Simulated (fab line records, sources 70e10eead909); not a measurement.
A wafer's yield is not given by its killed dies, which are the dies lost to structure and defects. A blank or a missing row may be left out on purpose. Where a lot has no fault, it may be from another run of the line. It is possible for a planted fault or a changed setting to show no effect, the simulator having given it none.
fab line records | flow nand-harc
[record] lots = 14 | wafers = 42 | last-day = 32
route steps=1302 shown A_STAIRCASE@810 A_BONDPAD@1230 THIN_TSV@1270 END@1302
lots untouched by any fault: they come from a run of this same line in which no faults occurred
start-h: hours from the record's first day to the start of the lot's first wafer shown | wait-h: hours since the lot's step before | " same as the row above | L1.1+2: one row covering several wafers at once | - no value, or no start given | * or withheld: withheld | < > ~ a bound
route shown NAME@n: names a module that has steps shown in the file, with the first one's number in the route | usual: mean and standard deviation over wafers with no fault | same: alike in all rows | chamber/n: place in a boat | sites: each site's reading | _std_site: standard deviation across them | _edge_site: inner sites' mean taken away from outer sites' mean | radius-mm: for every site, how far away it sits from the centre of the wafer | mask NAME#n: copy n | behind: the tool/chamber that last shaped the wafer | hold: the reason the lot was held/the length of the hold in hours/how it ended | device: names the non-switching transistor (n, p or np) | end of line: the same wafers' tests at the end of the route | a step given without rows: its recipe and nothing more | killed: dies lost to structure and defects at the first sort, not the wafer's yield | map: dies across one wafer; x = killed, . = not, _ = none there
set.NAME: the setting the step ran with; set.NAME@STEP: the setting that earlier step ran with | model.NAME: the simulator's own value behind a step, which no gauge read
the route's steps for a sample of lots (tables are steps, rows are wafers)
services: the hour from which a tool's chamber was out of use, counted from the record's first day as start-h (under 0 if before that day), plus the number of hours and why
[[steps]]
[step NHARC_A_STAIRCASE_STRIP_461]
[recipe] o2-flow-sccm = 400 | cos-flow-sccm = 20 | ar-flow-sccm = 0 | bias-w = 0 | chemistry = O2/COS
lot.wafer  | tool        | chamber | start-h | wait-h
L137.3+5+6 | rie-diel-07 | 2,2,3   | 398.71  | -
L136.3+1+4 | rie-diel-06 | 3,1,2   | 400.24  | -
L134.1+6+5 | rie-diel-07 | 2,3,0   | 402.12  | -
L135.4+6+5 | rie-diel-06 | 1,3,0   | 403.87  | -
L140.1+5+6 | rie-diel-07 | 3,2,3   | 428.11  | -
L141.1+2+5 | rie-diel-08 | 3,1,2   | 441.39  | -
L142.3+1+6 | rie-diel-07 | 2,3,1   | 453.67  | -
L143.4+1+3 | rie-diel-07 | 3,0,1   | 468.29  | -
L145.3+6+5 | rie-diel-07 | 2,3,0   | 484.29  | -
L144.1+3+2 | rie-diel-08 | 2,3,0   | 485.48  | -
L148.2+6+5 | rie-diel-07 | 1,3,0   | 519.16  | -
L153.4+6+5 | rie-diel-06 | 0,3,0   | 560.13  | -
L154.4+2+1 | rie-diel-07 | 1,3,0   | 582.40  | -
L155.1+4+3 | rie-diel-08 | 1,3,0   | 585.03  | -
[step NHARC_A_BONDPAD_ANNEAL_28]
[recipe] temp-c = 225 | time-s = 90
[usual] wafer_temp_C_max = 225.9/0.48
lot.wafer | tool          | chamber | start-h | wait-h | wafer_temp_C_max
L136.1    | rtp-anneal-01 | 0       | 548.94  | -      | 225.9
L136.3    | "             | 0       | "       | "      | 226.3
L136.4    | "             | 0       | "       | "      | 226.4
L135.4    | rtp-anneal-01 | 0       | 549.97  | -      | 226.3
L135.5    | "             | 0       | "       | "      | 226.5
L135.6    | "             | 0       | "       | "      | 226.7
L137.3    | rtp-anneal-01 | 0       | 555.26  | 0.3    | 226.4
L137.5    | "             | 0       | "       | "      | 226.1
L137.6    | "             | 0       | "       | "      | 226.3
L134.1    | rtp-anneal-01 | 0       | 560.42  | 0.3    | 226.4
L134.5    | "             | 0       | "       | "      | 226.1
L134.6    | "             | 0       | "       | "      | 225.9
L140.1    | rtp-anneal-02 | 0       | 577.06  | -      | 225.2
L140.5    | "             | 0       | "       | "      | 225.6
L140.6    | "             | 0       | "       | "      | 225.4
L141.1    | rtp-anneal-02 | 0       | 593.57  | -      | 225.8
L141.2    | "             | 0       | "       | "      | 225.5
L141.5    | "             | 0       | "       | "      | 225.5
L142.1    | rtp-anneal-01 | 0       | 603.19  | 0.3    | 226.2
L142.3    | "             | 0       | "       | "      | 226.5
L142.6    | "             | 0       | "       | "      | 226.7
L144.1    | rtp-anneal-01 | 0       | 630.59  | 0.3    | 226.2
L144.2    | "             | 0       | "       | "      | 226.4
L144.3    | "             | 0       | "       | "      | 226.1
L148.2    | rtp-anneal-02 | 0       | 673.09  | -      | 225.5
L148.5    | "             | 0       | "       | "      | 225.9
L148.6    | "             | 0       | "       | "      | 225.6
L153.4    | rtp-anneal-02 | 0       | 713.85  | -      | 225.8
L153.5    | "             | 0       | "       | "      | 225.7
L153.6    | "             | 0       | "       | "      | 225.6
L154.1    | rtp-anneal-01 | 0       | 734.14  | -      | 226.7
L154.2    | "             | 0       | "       | "      | 226.2
L154.4    | "             | 0       | "       | "      | 227.1
L155.1    | rtp-anneal-02 | 0       | 735.97  | 0.3    | 225.4
L155.3    | "             | 0       | "       | "      | 225.8
L155.4    | "             | 0       | "       | "      | 225.5
[step NHARC_THIN_TSV_DEGAS_49]
[recipe] temp-c = 300 | time-s = 120
[usual] heater-power-w = 467/38
lot.wafer | tool           | chamber | start-h | wait-h | heater-power-w
L135.4    | pvd-sputter-03 | -       | 565.07  | 0.1    | 509
L135.6    | "              | -       | "       | "      | 430
L135.5    | "              | -       | "       | "      | 499
L136.3    | pvd-sputter-01 | -       | 565.89  | 0.1    | 413
L136.4    | "              | -       | "       | "      | 538
L136.1    | "              | -       | "       | "      | 505
L137.3    | pvd-sputter-02 | -       | 570.84  | 0.1    | 479
L137.5    | "              | -       | "       | "      | 471
L137.6    | "              | -       | "       | "      | 485
L134.1    | pvd-sputter-01 | -       | 578.04  | 0.2    | 504
L134.5    | "              | -       | "       | "      | 407
L134.6    | "              | -       | "       | "      | 535
L140.1    | pvd-sputter-02 | -       | 592.97  | 0.2    | 452
L140.6    | "              | -       | "       | "      | 472
L140.5    | "              | -       | "       | "      | 430
L141.2    | pvd-sputter-02 | -       | 609.34  | 0.1    | 440
L141.1    | "              | -       | "       | "      | 471
L141.5    | "              | -       | "       | "      | 431
L142.1    | pvd-sputter-03 | -       | 619.07  | 0.1    | 484
L142.3    | "              | -       | "       | "      | 513
L142.6    | "              | -       | "       | "      | 479
L144.2    | pvd-sputter-03 | -       | 646.49  | 0.2    | 516
L144.3    | "              | -       | "       | "      | 420
L144.1    | "              | -       | "       | "      | 471
L148.2    | pvd-sputter-02 | -       | 688.70  | 0.2    | 483
L148.6    | "              | -       | "       | "      | 503
L148.5    | "              | -       | "       | "      | 418
L153.4    | pvd-sputter-01 | -       | 729.26  | 0.1    | 551
L153.5    | "              | -       | "       | "      | 421
L153.6    | "              | -       | "       | "      | 545
L154.2    | pvd-sputter-01 | -       | 753.12  | 0.1    | 441
L154.1    | "              | -       | "       | "      | 408
L154.4    | "              | -       | "       | "      | 490
L155.3    | pvd-sputter-02 | -       | 758.97  | 0.1    | 507
L155.4    | "              | -       | "       | "      | 406
L155.1    | "              | -       | "       | "      | 441
[step NHARC_THIN_TSV_INSPECT_40]
[usual] raw-defect-count = 543/80
lot.wafer | tool              | chamber | start-h | wait-h | raw-defect-count
L136.1    | defect-inspect-02 | -       | 576.61  | 0.4    | 392
L136.3    | "                 | -       | "       | "      | 436
L136.4    | "                 | -       | "       | "      | 421
L135.4    | defect-inspect-01 | -       | 576.61  | 0.4    | 550
L135.5    | "                 | -       | "       | "      | 587
L135.6    | "                 | -       | "       | "      | 570
L137.3    | defect-inspect-02 | -       | 579.79  | 0.4    | 580
L137.5    | "                 | -       | "       | "      | 663
L137.6    | "                 | -       | "       | "      | 672
L134.1    | defect-inspect-01 | -       | 588.19  | 0.4    | 526
L134.5    | "                 | -       | "       | "      | 563
L134.6    | "                 | -       | "       | "      | 538
L140.1    | defect-inspect-02 | -       | 601.90  | 0.4    | 425
L140.5    | "                 | -       | "       | "      | 495
L140.6    | "                 | -       | "       | "      | 415
L141.1    | defect-inspect-01 | -       | 618.47  | 0.4    | 541
L141.2    | "                 | -       | "       | "      | 524
L141.5    | "                 | -       | "       | "      | 558
L142.1    | defect-inspect-01 | -       | 629.53  | 0.4    | 645
L142.3    | "                 | -       | "       | "      | 613
L142.6    | "                 | -       | "       | "      | 598
L144.1    | defect-inspect-02 | -       | 655.82  | 0.4    | 620
L144.2    | "                 | -       | "       | "      | 568
L144.3    | "                 | -       | "       | "      | 541
L148.2    | defect-inspect-01 | -       | 697.61  | 0.4    | 487
L148.5    | "                 | -       | "       | "      | 468
L148.6    | "                 | -       | "       | "      | 424
L153.4    | defect-inspect-01 | -       | 738.64  | 0.4    | 547
L153.5    | "                 | -       | "       | "      | 547
L153.6    | "                 | -       | "       | "      | 571
L154.1    | defect-inspect-01 | -       | 765.38  | 0.4    | 479
L154.2    | "                 | -       | "       | "      | 471
L154.4    | "                 | -       | "       | "      | 517
L155.1    | defect-inspect-02 | -       | 765.40  | 0.4    | 534
L155.3    | "                 | -       | "       | "      | 525
L155.4    | "                 | -       | "       | "      | 483
[step NHARC_END_SORT_01]
[recipe] temp-c = 25
[usual] killed-at-array = 58/20 | killed-at-other = 1.0/1.2 | killed-at-periphery = 4.1/3 | killed-dies = 63/20 | killed-open = 3.2/1.7 | killed-short = 2.5/1.5
[same] gross-dies = 677
lot.wafer | tool      | chamber | start-h | wait-h | killed-at-array | killed-at-other | killed-at-periphery | killed-dies | killed-open | killed-short
L143.1    | prober-02 | 0       | 647.84  | 2.5    | 673             | 0               | 4                   | 677         | 4           | 2
L143.3    | prober-02 | 0       | 649.44  | 3.1    | 674             | 0               | 3                   | 677         | 2           | 0
L143.4    | prober-02 | 0       | 650.25  | 3.4    | 675             | 0               | 2                   | 677         | 3           | 1
L145.3    | prober-01 | 0       | 669.10  | 3.1    | 670             | 0               | 7                   | 677         | 1           | 2
L145.5    | prober-01 | 0       | 670.69  | 3.7    | 668             | 0               | 9                   | 677         | 3           | 2
L145.6    | prober-01 | 0       | 671.48  | 4.0    | 671             | 2               | 4                   | 677         | 0           | 2
// killed by level:class
L143.1 A_STAIRCASE:area-strip=615 A_CHANNEL_HOLE_D1:chamber-film-flake=24 A_CHANNEL_HOLE_D2:chamber-film-flake=20 A_STAIRCASE:chamber-film-flake=4 P_GATE:chamber-film-flake=3 A_WL_FILL:geometric-particle:open=2 A_CHANNEL_FILL_D2:chamber-film-flake=2 A_CONTACT:chamber-film-flake=2
L143.3 A_STAIRCASE:area-strip=629 A_CHANNEL_HOLE_D1:chamber-film-flake=24 A_CHANNEL_HOLE_D2:chamber-film-flake=12 A_CONTACT:chamber-film-flake=3 P_ZERO_WELL:chamber-film-flake=2 A_CHANNEL_FILL_D2:chamber-film-flake=2 A_CHANNEL_FILL_D1:geometric-particle:open=1 A_ONON_D2:geometric-particle:open=1
L143.4 A_STAIRCASE:area-strip=616 A_CHANNEL_HOLE_D1:chamber-film-flake=32 A_CHANNEL_HOLE_D2:chamber-film-flake=17 A_SGD_CUT:chamber-film-flake=2 A_SLIT:chamber-film-flake=2 A_CONTACT:chamber-film-flake=2 P_GATE:geometric-particle:open=1 A_WL_FILL:geometric-particle:open=1
L145.3 A_STAIRCASE:area-strip=603 A_SLIT:chamber-film-flake=30 A_CHANNEL_HOLE_D2:chamber-film-flake=17 A_CONTACT:chamber-film-flake=8 A_CHANNEL_HOLE_D1:chamber-film-flake=6 P_GATE:geometric-particle:short=2 P_STI:chamber-film-flake=2 P_M2:chamber-film-flake=2
L145.5 A_STAIRCASE:area-strip=594 A_SLIT:chamber-film-flake=40 A_CHANNEL_HOLE_D2:chamber-film-flake=16 A_CHANNEL_HOLE_D1:chamber-film-flake=9 A_CONTACT:chamber-film-flake=5 P_STI:chamber-film-flake=3 A_M0:geometric-particle:open=2 P_M2:chamber-film-flake=2
L145.6 A_STAIRCASE:area-strip=605 A_SLIT:chamber-film-flake=36 A_CHANNEL_HOLE_D2:chamber-film-flake=15 A_CONTACT:chamber-film-flake=8 P_STI:chamber-film-flake=3 A_CHANNEL_HOLE_D1:chamber-film-flake=2 A_DECK1_JOINT:chamber-film-flake=2 A_DECK1_JOINT:geometric-particle:short=1
[[services]]
tool           | chamber | start-h | hours | kind
rie-diel-08    | 2       | 393.50  | 11.2  | repair
rie-diel-08    | 0       | 393.82  | 3.0   | repair
pvd-sputter-01 | -       | 404.00  | 10.0  | pm
rie-diel-08    | 1       | 416.73  | 3.3   | repair
pvd-sputter-02 | -       | 430.79  | 3.4   | repair
rie-diel-07    | 1       | 442.29  | 7.0   | repair
pvd-sputter-01 | -       | 452.13  | 5.3   | repair
pvd-sputter-02 | -       | 460.00  | 10.0  | pm
pvd-sputter-03 | -       | 463.46  | 2.3   | repair
pvd-sputter-03 | -       | 467.87  | 6.5   | repair
rie-diel-07    | -       | 471.29  | 9.0   | pm
rie-diel-06    | -       | 484.74  | 9.0   | pm
rie-diel-08    | 1       | 507.94  | 34.1  | repair
rie-diel-08    | -       | 510.07  | 0.4   | repair
pvd-sputter-03 | -       | 533.81  | 10.0  | pm
rie-diel-08    | -       | 548.92  | 9.0   | pm
rie-diel-06    | -       | 552.38  | 2.1   | repair
pvd-sputter-01 | -       | 582.00  | 10.0  | pm
rie-diel-07    | -       | 619.55  | 0.7   | repair
pvd-sputter-02 | -       | 638.00  | 10.0  | pm
rie-diel-07    | -       | 648.42  | 9.0   | pm
pvd-sputter-02 | -       | 725.26  | 8.4   | repair
rtp-anneal-02  | -       | 744.00  | 12.0  | pm
pvd-sputter-01 | -       | 756.98  | 2.0   | repair
[[key]]
[first-sign] step = NHARC_END_SORT_01 | reading = killed-dies | direction = up | sigmas = 31 | usual = 63 | struck = 677
[effect] step = NHARC_END_SORT_01 | reading = killed-at-array | direction = up | sigmas = 31 | usual = 58 | struck = 672
[more-kills-born-at] NHARC_A_STAIRCASE_STRIP_461@rie-diel-07 = 3662
met-at NHARC_A_STAIRCASE_STRIP_461
struck-lots L143,L145
later-rows-left-out L143.1,L143.3,L143.4,L145.3,L145.5,L145.6
tester-left-out L143,L145
not-acting-at NHARC_A_BONDPAD_ANNEAL_28,NHARC_THIN_TSV_DEGAS_49,NHARC_THIN_TSV_INSPECT_40
onset-between 453.67 468.29
[fault] kind = skipped-step-whole | tool = rie-diel-07 | chamber = - | onset-h = 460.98 | steps = NHARC_A_STAIRCASE_STRIP_461 | scope = struck-lots-only
// tester-left-out: of these lots the tester's yield and bins aren't shown, on N5 and GAA mostly nor the transistor test; their killed dies are dies lost to structure and defects alone, not to doping, threshold or leakage, so they don't give the yield
// later-rows-left-out: the simulator's readings of these wafers behind a module that went badly wrong aren't trusted and aren't shown, but for the sort
